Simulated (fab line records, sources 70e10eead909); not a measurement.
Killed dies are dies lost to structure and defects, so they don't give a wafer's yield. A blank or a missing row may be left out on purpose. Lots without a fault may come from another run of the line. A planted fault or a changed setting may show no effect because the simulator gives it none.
Which tool did it? | flow nand_harc | 23 lots, 69 wafers sampled, at 2 steps of a route of 1159

WHAT THE GAUGES READ, wafer by wafer
NHARC_P_BONDPAD_INSPECT_23.
lot  | measured     | on                | raw_defect_count
L074 | day 6 02:47  | defect_inspect-01 | 466 365 465
L075 | day 7 00:58  | defect_inspect-01 | 351 273 586
L076 | day 7 01:18  | defect_inspect-02 | 232 389 227
L077 | day 7 11:35  | defect_inspect-02 | 499 285 333
L078 | day 7 15:43  | defect_inspect-02 | 254 304 324
L079 | day 7 16:23  | defect_inspect-02 | 340 220 315
L081 | day 8 06:09  | defect_inspect-01 | 199 391 187
L082 | day 8 07:26  | defect_inspect-01 | 272 205 215
L083 | day 8 16:14  | defect_inspect-02 | 381 264 284
L084 | day 8 21:58  | defect_inspect-01 | 589 731 699
L087 | day 9 14:01  | defect_inspect-02 | 326 203 344
L086 | day 9 14:48  | defect_inspect-01 | 448 487 590
L085 | day 9 15:15  | defect_inspect-01 | 207 242 168
L089 | day 10 07:31 | defect_inspect-02 | 323 205 243
L088 | day 10 09:17 | defect_inspect-02 | 196 147 164
L091 | day 10 09:36 | defect_inspect-01 | 282 226 349
L090 | day 10 14:10 | defect_inspect-02 | 292 290 437
L092 | day 10 20:10 | defect_inspect-01 | 316 347 245
L094 | day 11 15:19 | defect_inspect-02 | 475 513 341
L093 | day 11 15:36 | defect_inspect-01 | 529 224 517
L095 | day 11 17:33 | defect_inspect-01 | 316 277 267
L096 | day 11 21:18 | defect_inspect-01 | 365 605 629
L097 | day 11 22:14 | defect_inspect-02 | 227 236 265

NHARC_A_ONON_D1_THK_MEAS_21: measures by ellipsometry.
lot  | measured     | on            | thk_nm (nm)
L074 | day 7 12:59  | film_metro-02 | 992 991 993
L075 | day 8 13:51  | film_metro-01 | 1006 1007 1006
L076 | day 8 13:59  | film_metro-01 | 997 996 997
L077 | day 9 02:55  | film_metro-01 | 1003 1002 1002
L078 | day 9 03:02  | film_metro-01 | 999 1001 1000
L079 | day 9 02:54  | film_metro-02 | 1017 1022 1021
L081 | day 9 17:29  | film_metro-01 | 997 997 996
L082 | day 9 17:29  | film_metro-02 | 1023 1022 1023
L083 | day 10 02:55 | film_metro-01 | 998 997 997
L084 | day 10 07:35 | film_metro-01 | 1020 1019 1020
L087 | day 11 00:38 | film_metro-01 | 1005 1006 1004
L086 | day 11 00:46 | film_metro-01 | 999 1001 999
L085 | day 11 00:59 | film_metro-01 | 1014 1014 1012
L089 | day 11 18:06 | film_metro-01 | 1009 1009 1009
L088 | day 11 18:07 | film_metro-02 | 991 992 991
L091 | day 11 18:08 | film_metro-01 | 996 994 996
L090 | day 12 02:43 | film_metro-01 | 996 998 994
L092 | day 12 07:23 | film_metro-02 | 989 990 990
L094 | day 13 01:50 | film_metro-01 | 980 979 981
L093 | day 13 01:49 | film_metro-01 | 989 987 989
L095 | day 13 01:49 | film_metro-02 | 1007 1008 1006
L096 | day 13 09:16 | film_metro-01 | 995 997 995
L097 | day 13 09:17 | film_metro-02 | 1008 1007 1007

WHICH TOOL RAN EACH LOT (tool, then ch and the chambers of the sampled wafers, then the start)
The record holds no process step before these readings.

WHAT THE TOOLS THEMSELVES READ (means of the sampled wafers that have a number; where no wafer has one, the mark that the record gives instead)
The record holds no such reading with a usual standard deviation.

THE ANSWER, worked out from the rows above alone
Rule: what is usual is taken from the lots themselves. Put in order of their means at a reading, lots are off if they are a third of the lots or fewer, leave a main group of 4 or more, and stand apart from it by a gap of 3 or more times the standard deviation of the main group's means; of several such gaps the widest counts. A main group whose means are all the same, to the digits that the tables above print for the reading, isn't used. A lot without any number at a reading at which 4 lots or more have one is off too. The other lots that the step has rows for count as sound. The gauges are gone through in route order, then the tools' own readings, and for those a lot's mean is taken as printed above. The first step at which some lot is off is used, and at that step the reading that is off furthest; a lot without a number counts as furthest.
No lot is off at any reading shown: from this, nothing can be told.

WHAT THE SIMULATOR HAD PUT IN
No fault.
